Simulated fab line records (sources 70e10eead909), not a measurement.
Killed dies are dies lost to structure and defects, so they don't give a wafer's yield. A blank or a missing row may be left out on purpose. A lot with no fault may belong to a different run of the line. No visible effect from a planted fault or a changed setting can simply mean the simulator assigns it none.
fab line records -- flow nand-harc
record lots=5, wafers=15, last-day=33
route steps=1302 shown P_ZERO_WELL@14 END@1302
lots untouched by any fault: they come from a run of this same line in which no faults occurred
start-h: the number of hours between the record's first day and the start of the first shown wafer of the lot -- wait-h: hours elapsed since this lot's preceding step -- " identical to the entry in the row above -- L1.1+2: several wafers, shown together as one row -- - no value, or no start given -- * or withheld: withheld -- < > ~ a bound
route shown NAME@n: names a module that has steps shown in the file, with the first one's number in the route -- usual: the fault-free wafers' mean and standard deviation -- same: alike in all rows -- chamber/n: place in a boat -- sites: readings site by site -- _std_site: the values' standard deviation -- _edge_site: mean of outer sites minus mean of inner sites -- radius-mm: for every site, how far away it sits from the centre of the wafer -- mask NAME#n: copy n -- behind: tool/chamber where the wafer was last shaped -- hold: why the lot went on hold/how many hours it stayed there/how the hold came to an end -- device: whichever transistor did not switch (one of n, p or np) -- end of line: tests run on the same wafers once the route is complete -- for a step that has no rows: nothing shown but its recipe -- killed: not the wafer's yield, but the dies lost to structure and defects at the first sort -- map: shows each die of a wafer: x if killed, . if not, _ if none is there
set.NAME: the run value of the setting; set.NAME@STEP: its run value at that earlier step -- model.NAME: the simulator's own value behind a step, which no gauge read
a table for each step, a row for each wafer; lots at some steps of the route
services: from which hour (start-h, from the record's first day; less than 0 if before it) a tool's chamber was out of use, for how many hours, and why
## steps
# step NHARC_P_ZERO_WELL_CD_MEAS_11
# recipe target-cd-nm=500, landing-energy-ev=500
# usual cd-nm=499.9/2.1
lot.wafer,tool,chamber,start-h,wait-h,cd-nm
L700.3,cd-sem-03,0,41.12,-,496.7
L700.4,cd-sem-03,0,41.12,-,496.6
L700.6,cd-sem-03,0,41.12,-,494.6
L704.1,cd-sem-02,0,81.12,-,498.6
L704.4,cd-sem-02,0,81.12,-,497.0
L704.5,cd-sem-02,0,81.12,-,499.6
L714.3,cd-sem-02,0,181.18,-,500.3
L714.4,cd-sem-02,0,181.18,-,497.5
L714.5,cd-sem-02,0,181.18,-,499.0
L719.2,cd-sem-03,0,231.11,-,499.2
L719.4,cd-sem-03,0,231.11,-,500.8
L719.5,cd-sem-03,0,231.11,-,501.4
L720.4,cd-sem-01,0,241.24,-,500.5
L720.5,cd-sem-01,0,241.24,-,497.7
L720.6,cd-sem-01,0,241.24,-,498.7
# step NHARC_P_ZERO_WELL_HARDBAKE_12
# recipe temp-c=118, time-s=65
# step NHARC_P_ZERO_WELL_DESCUM_13
# recipe time-s=3, o2-flow-sccm=200, ar-flow-sccm=0, bias-power-w=0, chemistry=O2
# usual chamber-pressure-mTorr=60.00/0.055, drypump-motor-current-A=5.72/0.28, mfc-ar-sccm=0.016/0.011, oes-product-au=1.002/0.0091, rf-vpp-V=57.6/0.86, showerhead-plenum-p-Torr=1.88/0.067, throttle-valve-pct=11.311/0.009
# same bias-power-w=0
lot.wafer,tool,chamber,start-h,wait-h,chamber-pressure-mTorr,drypump-motor-current-A,mfc-ar-sccm,oes-product-au,rf-hours-counter-h,rf-vpp-V,showerhead-plenum-p-Torr,throttle-valve-pct
L700.3,rie-diel-10,1,41.28,-,60.00,5.65,0.017,0.995,41,57.0,1.80,11.322
L700.4,rie-diel-10,2,41.28,-,60.03,5.21,0.020,0.993,45,58.0,1.96,11.322
L700.6,rie-diel-10,0,41.28,-,59.93,5.84,0,1.003,-,58.2,1.92,11.321
L704.1,rie-diel-10,2,81.30,-,60.01,5.16,0.020,0.990,0,55.8,1.95,11.314
L704.5,rie-diel-10,1,81.30,-,60.01,5.59,0.017,0.997,-,58.5,1.80,11.312
L704.4,rie-diel-10,2,81.30,-,60.02,5.16,0.020,0.996,-,57.2,1.95,11.316
L714.3,rie-diel-10,0,181.33,-,60.01,5.88,0,1.014,28,58.2,1.91,11.320
L714.4,rie-diel-10,1,181.33,-,60.03,5.60,0.017,0.993,31,58.8,1.79,11.300
L714.5,rie-diel-10,1,181.33,-,59.96,5.61,0.017,0.996,-,58.1,1.79,11.307
L719.4,rie-diel-08,0,231.29,-,60.05,5.74,0,0.996,13,58.6,1.79,11.317
L719.2,rie-diel-08,3,231.29,-,60.09,5.92,0.019,1.004,12,58.1,1.88,11.302
L719.5,rie-diel-08,1,231.29,-,60.00,5.48,0.027,0.991,-,58.1,2.07,11.304
L720.4,rie-diel-01,3,241.41,-,59.96,5.70,0.026,1.022,8,58.9,1.86,11.307
L720.6,rie-diel-01,1,241.41,-,60.05,6.07,0,1.000,-,57.7,1.90,11.330
L720.5,rie-diel-01,2,241.41,-,59.94,6.12,0.022,1.001,-,58.8,1.84,11.313
# step NHARC_P_ZERO_WELL_ETCH_65
# recipe target-depth-a=800, overetch-a=240, time-s=87.88, ion-energy-ev=200, n2-flow-sccm=150, h2-flow-sccm=150, ar-flow-sccm=0, rf-w=400, bias-w=150, chemistry=N2/H2
# usual chamber-pressure-mTorr=29.999/0.027, drypump-motor-current-A=5.72/0.27, mfc-ar-sccm=0.016/0.011, oes-product-au=1.001/0.0097, rf-vpp-V=429.3/2.3, showerhead-plenum-p-Torr=2.00/0.074, throttle-valve-pct=14.171/0.0088
lot.wafer,tool,chamber,start-h,wait-h,chamber-pressure-mTorr,drypump-motor-current-A,mfc-ar-sccm,oes-product-au,rf-hours-counter-h,rf-vpp-V,showerhead-plenum-p-Torr,throttle-valve-pct
L700.3,rie-diel-10,0,41.36,0.1,29.998,5.84,0,0.994,36,432.3,2.05,14.171
L700.4,rie-diel-10,2,41.36,0.1,29.986,5.18,0.020,0.996,45,431.8,2.09,14.179
L700.6,rie-diel-10,1,41.36,0.1,30.030,5.62,0.017,0.980,-,426.5,1.92,14.174
L704.1,rie-diel-10,1,81.48,0.2,30.013,5.67,0.017,1.002,1,425.7,1.91,14.170
L704.5,rie-diel-10,1,81.48,0.2,30.040,5.62,0.017,1.000,-,426.6,1.91,14.167
L704.4,rie-diel-10,2,81.48,0.2,29.968,5.16,0.020,0.996,-,433.1,2.08,14.161
L714.3,rie-diel-10,0,181.42,0.1,30.032,5.87,0,1.014,28,429.7,2.03,14.173
L714.4,rie-diel-10,3,181.42,0.1,29.987,5.99,0.035,1.019,27,429.5,2.07,14.175
L714.5,rie-diel-10,0,181.42,0.1,29.998,5.85,0,1.009,-,430.5,2.03,14.162
L719.4,rie-diel-08,3,231.39,0.1,29.991,5.92,0.019,0.984,12,430.0,2.00,14.179
L719.2,rie-diel-08,0,231.39,0.1,29.982,5.74,0,0.982,13,427.3,1.91,14.161
L719.5,rie-diel-08,1,231.39,0.1,30.004,5.49,0.027,1.002,-,434.4,2.21,14.173
L720.4,rie-diel-01,1,241.48,0.1,30.000,6.12,0,1.007,6,428.5,2.02,14.182
L720.5,rie-diel-01,1,241.48,0.1,29.982,6.11,0,1.011,-,428.5,2.02,14.165
L720.6,rie-diel-01,2,241.48,0.1,30.006,6.11,0.022,0.993,-,427.5,1.96,14.159
# step NHARC_P_ZERO_WELL_ETCH_62
# recipe target-depth-a=130, time-s=6.5, chf3-flow-sccm=50, ar-flow-sccm=200, rf-w=500, bias-w=200, chemistry=CHF3/Ar
# usual chamber-pressure-mTorr=25.000/0.023, drypump-motor-current-A=5.70/0.27, mfc-ar-sccm=200.0/0.65, oes-product-au=0.959/0.018, rf-vpp-V=369.6/1.9, showerhead-plenum-p-Torr=2.30/0.079, throttle-valve-pct=20.218/0.0087
lot.wafer,tool,chamber,start-h,wait-h,chamber-pressure-mTorr,drypump-motor-current-A,mfc-ar-sccm,oes-product-au,rf-hours-counter-h,rf-vpp-V,showerhead-plenum-p-Torr,throttle-valve-pct
L700.3,rie-diel-10,1,-,-,25.006,5.55,199.9,0.951,41,369.2,2.21,20.206
L700.4,rie-diel-10,2,-,-,25.004,5.16,200.5,0.968,45,371.5,2.39,20.215
L700.6,rie-diel-10,0,-,-,25.015,5.82,199.8,0.958,-,370.9,2.35,20.222
L704.1,rie-diel-10,2,-,-,25.060,5.16,199.8,0.942,1,370.6,2.39,20.226
L704.5,rie-diel-10,1,-,-,25.006,5.60,199.4,0.935,-,367.0,2.21,20.219
L704.4,rie-diel-10,2,-,-,24.991,5.21,199.1,0.946,-,371.1,2.39,20.219
L714.4,rie-diel-10,1,-,-,25.008,5.61,199.6,0.959,31,366.9,2.20,20.224
L714.3,rie-diel-10,3,-,-,24.974,6.00,199.9,0.995,27,371.1,2.38,20.209
L714.5,rie-diel-10,1,-,-,25.025,5.62,198.7,0.969,-,368.4,2.20,20.216
L719.4,rie-diel-08,1,-,-,24.988,5.48,200.5,0.966,15,374.3,2.53,20.210
L719.2,rie-diel-08,2,-,-,24.983,5.86,199.7,0.988,14,368.0,2.25,20.224
L719.5,rie-diel-08,0,-,-,24.985,5.73,199.7,0.953,-,366.2,2.20,20.210
L720.4,rie-diel-01,2,-,-,25.055,6.11,200.1,0.949,7,368.9,2.26,20.224
L720.6,rie-diel-01,0,-,-,24.985,5.50,199.8,0.949,-,369.1,2.32,20.211
L720.5,rie-diel-01,1,-,-,25.016,6.09,199.2,0.966,-,370.1,2.33,20.218
# step NHARC_P_ZERO_WELL_ETCH_63
# recipe target-depth-a=1200, time-s=40.1, hbr-flow-sccm=150, cl2-flow-sccm=50, rf-w=400, icp-w=400, bias-w=100, chemistry=HBr/Cl2
# usual chamber-pressure-mTorr=15.001/0.013, drypump-motor-current-A=5.8/0.56, oes-product-au=0.996/0.012, throttle-valve-pct=26.405/0.0089
lot.wafer,tool,chamber,start-h,wait-h,chamber-pressure-mTorr,drypump-motor-current-A,oes-product-au,rf-hours-counter-h,throttle-valve-pct
L700.4,rie-si-05,1,41.54,-,15.005,6.2,1.001,0.6,26.392
L700.3,rie-si-05,2,41.54,-,15.008,6.5,0.993,0.4,26.400
L700.6,rie-si-05,1,41.54,-,15.003,6.2,0.989,-,26.421
L704.4,rie-si-06,0,81.69,-,14.992,5.6,1.003,0.0,26.396
L704.1,rie-si-06,1,81.69,-,15.004,6.2,0.980,0.0,26.405
L704.5,rie-si-06,2,81.69,-,15.007,5.7,1.018,-,26.403
L714.3,rie-si-05,0,181.61,-,15.016,4.9,0.984,0.2,26.404
L714.4,rie-si-05,1,181.61,-,14.990,6.2,0.988,0.3,26.400
L714.5,rie-si-05,0,181.61,-,14.979,4.9,0.976,-,26.411
L719.4,rie-si-06,1,231.57,-,15.019,6.2,0.997,1.1,26.399
L719.2,rie-si-06,2,231.57,-,14.997,5.7,1.024,1.0,26.400
L719.5,rie-si-06,0,231.57,-,15.005,5.6,1.016,-,26.394
L720.4,rie-si-06,1,241.65,-,14.992,6.3,0.996,1.1,26.397
L720.5,rie-si-06,1,241.65,-,14.993,6.2,1.000,-,26.400
L720.6,rie-si-06,2,241.65,-,15.001,5.7,1.009,-,26.414
# step NHARC_P_ZERO_WELL_STRIP_15
# recipe time-s=900, temp-c=130, chemistry=SPM
# step NHARC_P_ZERO_WELL_DEHYDRATE_16
# recipe temp-c=150, time-s=120
# step NHARC_P_ZERO_WELL_HMDS_17
# recipe time-s=30
# step NHARC_P_ZERO_WELL_COAT_18
# recipe spin-rpm=withheld
# step NHARC_P_ZERO_WELL_SOFTBAKE_19
# recipe temp-c=122, time-s=95
# step NHARC_P_ZERO_WELL_EBR_20
# step NHARC_P_ZERO_WELL_EXPOSE_21
# recipe na=0.6, target-cd-nm=720, dose-mj=22.31, mask-id=P_NWELL
lot.wafer,tool,chamber,start-h,wait-h,mask
L700.3+4+6,krf-scanner-01,0,42.31,-,P_NWELL#0
L704.1+4+5,krf-scanner-02,0,82.43,-,P_HVPW#0
L714.3+4+5,krf-scanner-01,0,182.25,-,P_NWELL#0
L719.2+4+5,krf-scanner-04,0,232.20,-,P_NWELL#0
L720.4+5+6,krf-scanner-02,0,242.44,-,P_NWELL#0
# step NHARC_P_ZERO_WELL_PEB_22
# recipe peb-temp-c=118, peb-time-s=85
# step NHARC_P_ZERO_WELL_DEVELOP_23
# recipe time-s=70
# step NHARC_P_ZERO_WELL_CD_MEAS_24
# recipe target-cd-nm=720, landing-energy-ev=500
# usual cd-nm=719.9/1.9
lot.wafer,tool,chamber,start-h,wait-h,cd-nm
L700.3,cd-sem-01,0,42.46,-,720.2
L700.4,cd-sem-01,0,42.46,-,715.4
L700.6,cd-sem-01,0,42.46,-,720.6
L704.1,cd-sem-02,0,82.59,-,-
L704.4,cd-sem-02,0,82.59,-,-
L704.5,cd-sem-02,0,82.59,-,-
L714.3,cd-sem-01,0,182.40,-,721.4
L714.4,cd-sem-01,0,182.40,-,723.6
L714.5,cd-sem-01,0,182.40,-,718.0
L719.2,cd-sem-01,0,232.35,-,722.5
L719.4,cd-sem-01,0,232.35,-,721.2
L719.5,cd-sem-01,0,232.35,-,723.0
L720.4,cd-sem-03,0,242.59,-,721.4
L720.5,cd-sem-03,0,242.59,-,718.7
L720.6,cd-sem-03,0,242.59,-,719.4
# step NHARC_P_ZERO_WELL_HARDBAKE_25
# recipe temp-c=125, time-s=80
# step NHARC_END_SORT_01
# recipe temp-c=25
# usual killed-at-array=52/18, killed-at-other=0.6/0.83, killed-at-periphery=4.3/2.8, killed-dies=57/19, killed-open=3.4/2, killed-short=2.5/1.7
# same gross-dies=677
lot.wafer,tool,chamber,start-h,wait-h,killed-at-array,killed-at-other,killed-at-periphery,killed-dies,killed-open,killed-short
L704.1,prober-02,0,611.67,2.5,46,1,630,677,3,3
L704.4,prober-02,0,614.08,3.4,44,0,633,677,3,4
L704.5,prober-02,0,614.89,3.7,44,0,633,677,2,4
# killed by level:class
L704.1 P_ZERO_WELL:area-expose=626 A_CHANNEL_HOLE_D2:chamber-film-flake=34 A_CONTACT:chamber-film-flake=3 P_M1:chamber-film-flake=2 P_BONDPAD:chamber-film-flake=2 A_ONON_D1:geometric-particle:short=1 A_ONON_D1:geometric-particle:open=1 A_CHANNEL_FILL_D1:geometric-particle:short=1
L704.4 P_ZERO_WELL:area-expose=629 A_CHANNEL_HOLE_D2:chamber-film-flake=31 A_CHANNEL_FILL_D2:geometric-particle:short=3 A_CONTACT:chamber-film-flake=3 A_WL_FILL:geometric-particle:open=2 P_GATE:chamber-film-flake=2 A_CHANNEL_HOLE_D1:chamber-film-flake=2 A_ONON_D2:geometric-particle:short=1
L704.5 P_ZERO_WELL:area-expose=629 A_CHANNEL_HOLE_D2:chamber-film-flake=32 A_CONTACT:geometric-particle:short=2 P_ZERO_WELL:chamber-film-flake=2 A_CHANNEL_HOLE_D1:chamber-film-flake=2 A_DECK1_JOINT:chamber-film-flake=2 A_CHANNEL_FILL_D1:geometric-particle:short=1 A_ONON_D2:geometric-particle:open=1
# map L704.1 (x killed, . not)
____________x____________
_________xxxxxxx_________
_______xxxxxxxxxxx_______
______xxxxxxxxxxxxx______
_____xxxxxxxxxxxxxxx_____
____xxxxxxxxxxxxxxxxx____
____xxxxxxxxxxxxxxxxx____
___xxxxxxxxxxxxxxxxxxx___
___xxxxxxxxxxxxxxxxxxx___
__xxxxxxxxxxxxxxxxxxxxx__
__xxxxxxxxxxxxxxxxxxxxx__
_xxxxxxxxxxxxxxxxxxxxxxx_
_xxxxxxxxxxxxxxxxxxxxxxx_
_xxxxxxxxxxxxxxxxxxxxxxx_
_xxxxxxxxxxxxxxxxxxxxxxx_
_xxxxxxxxxxxxxxxxxxxxxxx_
xxxxxxxxxxxxxxxxxxxxxxxxx
xxxxxxxxxxxxxxxxxxxxxxxxx
xxxxxxxxxxxxxxxxxxxxxxxxx
xxxxxxxxxxxxxxxxxxxxxxxxx
xxxxxxxxxxxxxxxxxxxxxxxxx
_xxxxxxxxxxxxxxxxxxxxxxx_
_xxxxxxxxxxxxxxxxxxxxxxx_
_xxxxxxxxxxxxxxxxxxxxxxx_
_xxxxxxxxxxxxxxxxxxxxxxx_
_xxxxxxxxxxxxxxxxxxxxxxx_
__xxxxxxxxxxxxxxxxxxxxx__
__xxxxxxxxxxxxxxxxxxxxx__
___xxxxxxxxxxxxxxxxxxx___
___xxxxxxxxxxxxxxxxxxx___
____xxxxxxxxxxxxxxxxx____
____xxxxxxxxxxxxxxxxx____
_____xxxxxxxxxxxxxxx_____
______xxxxxxxxxxxxx______
_______xxxxxxxxxxx_______
_________xxxxxxx_________
____________x____________
# map L720.4 (x killed, . not)
____________.____________
_________......._________
_______..........._______
______.............______
_____......x.......x_____
____.................____
____.................____
___...................___
___...................___
__.....................__
__..........x..x.......__
_......................._
_......................._
_......................._
_......................._
_......................._
.........................
.........................
.................xx......
.....x.........xx...x....
.........................
_......................._
_.............x........._
_......................._
_......................._
_.xx...................._
__.x....x..............__
__x....................__
___xxx.xx...........x.___
___x.xx...x.x..xx.....___
____xxxx...........x.____
____xxxx.............____
_____xxxx..........._____
______xxx..........______
_______x.........._______
_________......._________
____________.____________
## services
tool,chamber,start-h,hours,kind
rie-diel-08,2,24.36,2.8,repair
rie-diel-10,0,25.15,-,clean
rie-diel-01,-,28.59,9.0,pm
rie-si-05,3,36.66,3.0,repair
rie-diel-08,-,48.07,0.4,repair
rie-diel-10,-,70.43,9.0,pm
rie-si-06,-,72.00,9.0,pm
krf-scanner-04,-,76.31,1.5,repair
rie-diel-10,0,80.15,10.8,repair
rie-diel-10,3,87.92,6.3,repair
krf-scanner-02,-,94.00,4.0,pm
krf-scanner-01,-,107.88,1.9,repair
rie-diel-01,2,117.78,10.0,repair
rie-si-05,-,128.00,9.0,pm
krf-scanner-01,-,140.00,4.0,pm
krf-scanner-04,-,168.42,0.4,repair
rie-si-05,2,181.88,8.9,repair
krf-scanner-04,-,182.00,4.0,pm
rie-diel-08,-,193.53,9.0,pm
krf-scanner-04,-,199.05,0.3,repair
rie-diel-01,-,205.61,9.0,pm
krf-scanner-04,-,235.95,5.6,repair
krf-scanner-01,-,237.22,1.1,repair
krf-scanner-02,-,238.24,0.6,repair
## key
first-sign step=NHARC_P_ZERO_WELL_EXPOSE_21, reading=mask, direction=changed
effect step=NHARC_P_ZERO_WELL_CD_MEAS_24, reading=cd-nm, direction=missing
effect step=NHARC_END_SORT_01, reading=killed-at-periphery, direction=up, sigmas=99+, usual=4.3, struck=632
more-kills-born-at NHARC_P_ZERO_WELL_EXPOSE_21@krf-scanner-02=1884
met-at NHARC_P_ZERO_WELL_EXPOSE_21
struck-wafers L704.1,L704.4,L704.5
later-rows-left-out L704.1,L704.4,L704.5
tester-left-out L704
fault kind=wrong-mask, tool=any, chamber=-, onset-h=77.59, steps=NHARC_P_ZERO_WELL_EXPOSE_21, aux-copy=P_HVPW#0, scope=struck-lots-only
# tester-left-out: of these lots the tester's yield and bins aren't shown, on N5 and GAA mostly nor the transistor test; their killed dies are dies lost to structure and defects alone, not to doping, threshold or leakage, so they don't give the yield
# later-rows-left-out: the simulator's readings of these wafers behind a module that went badly wrong aren't trusted and aren't shown, but for the sort
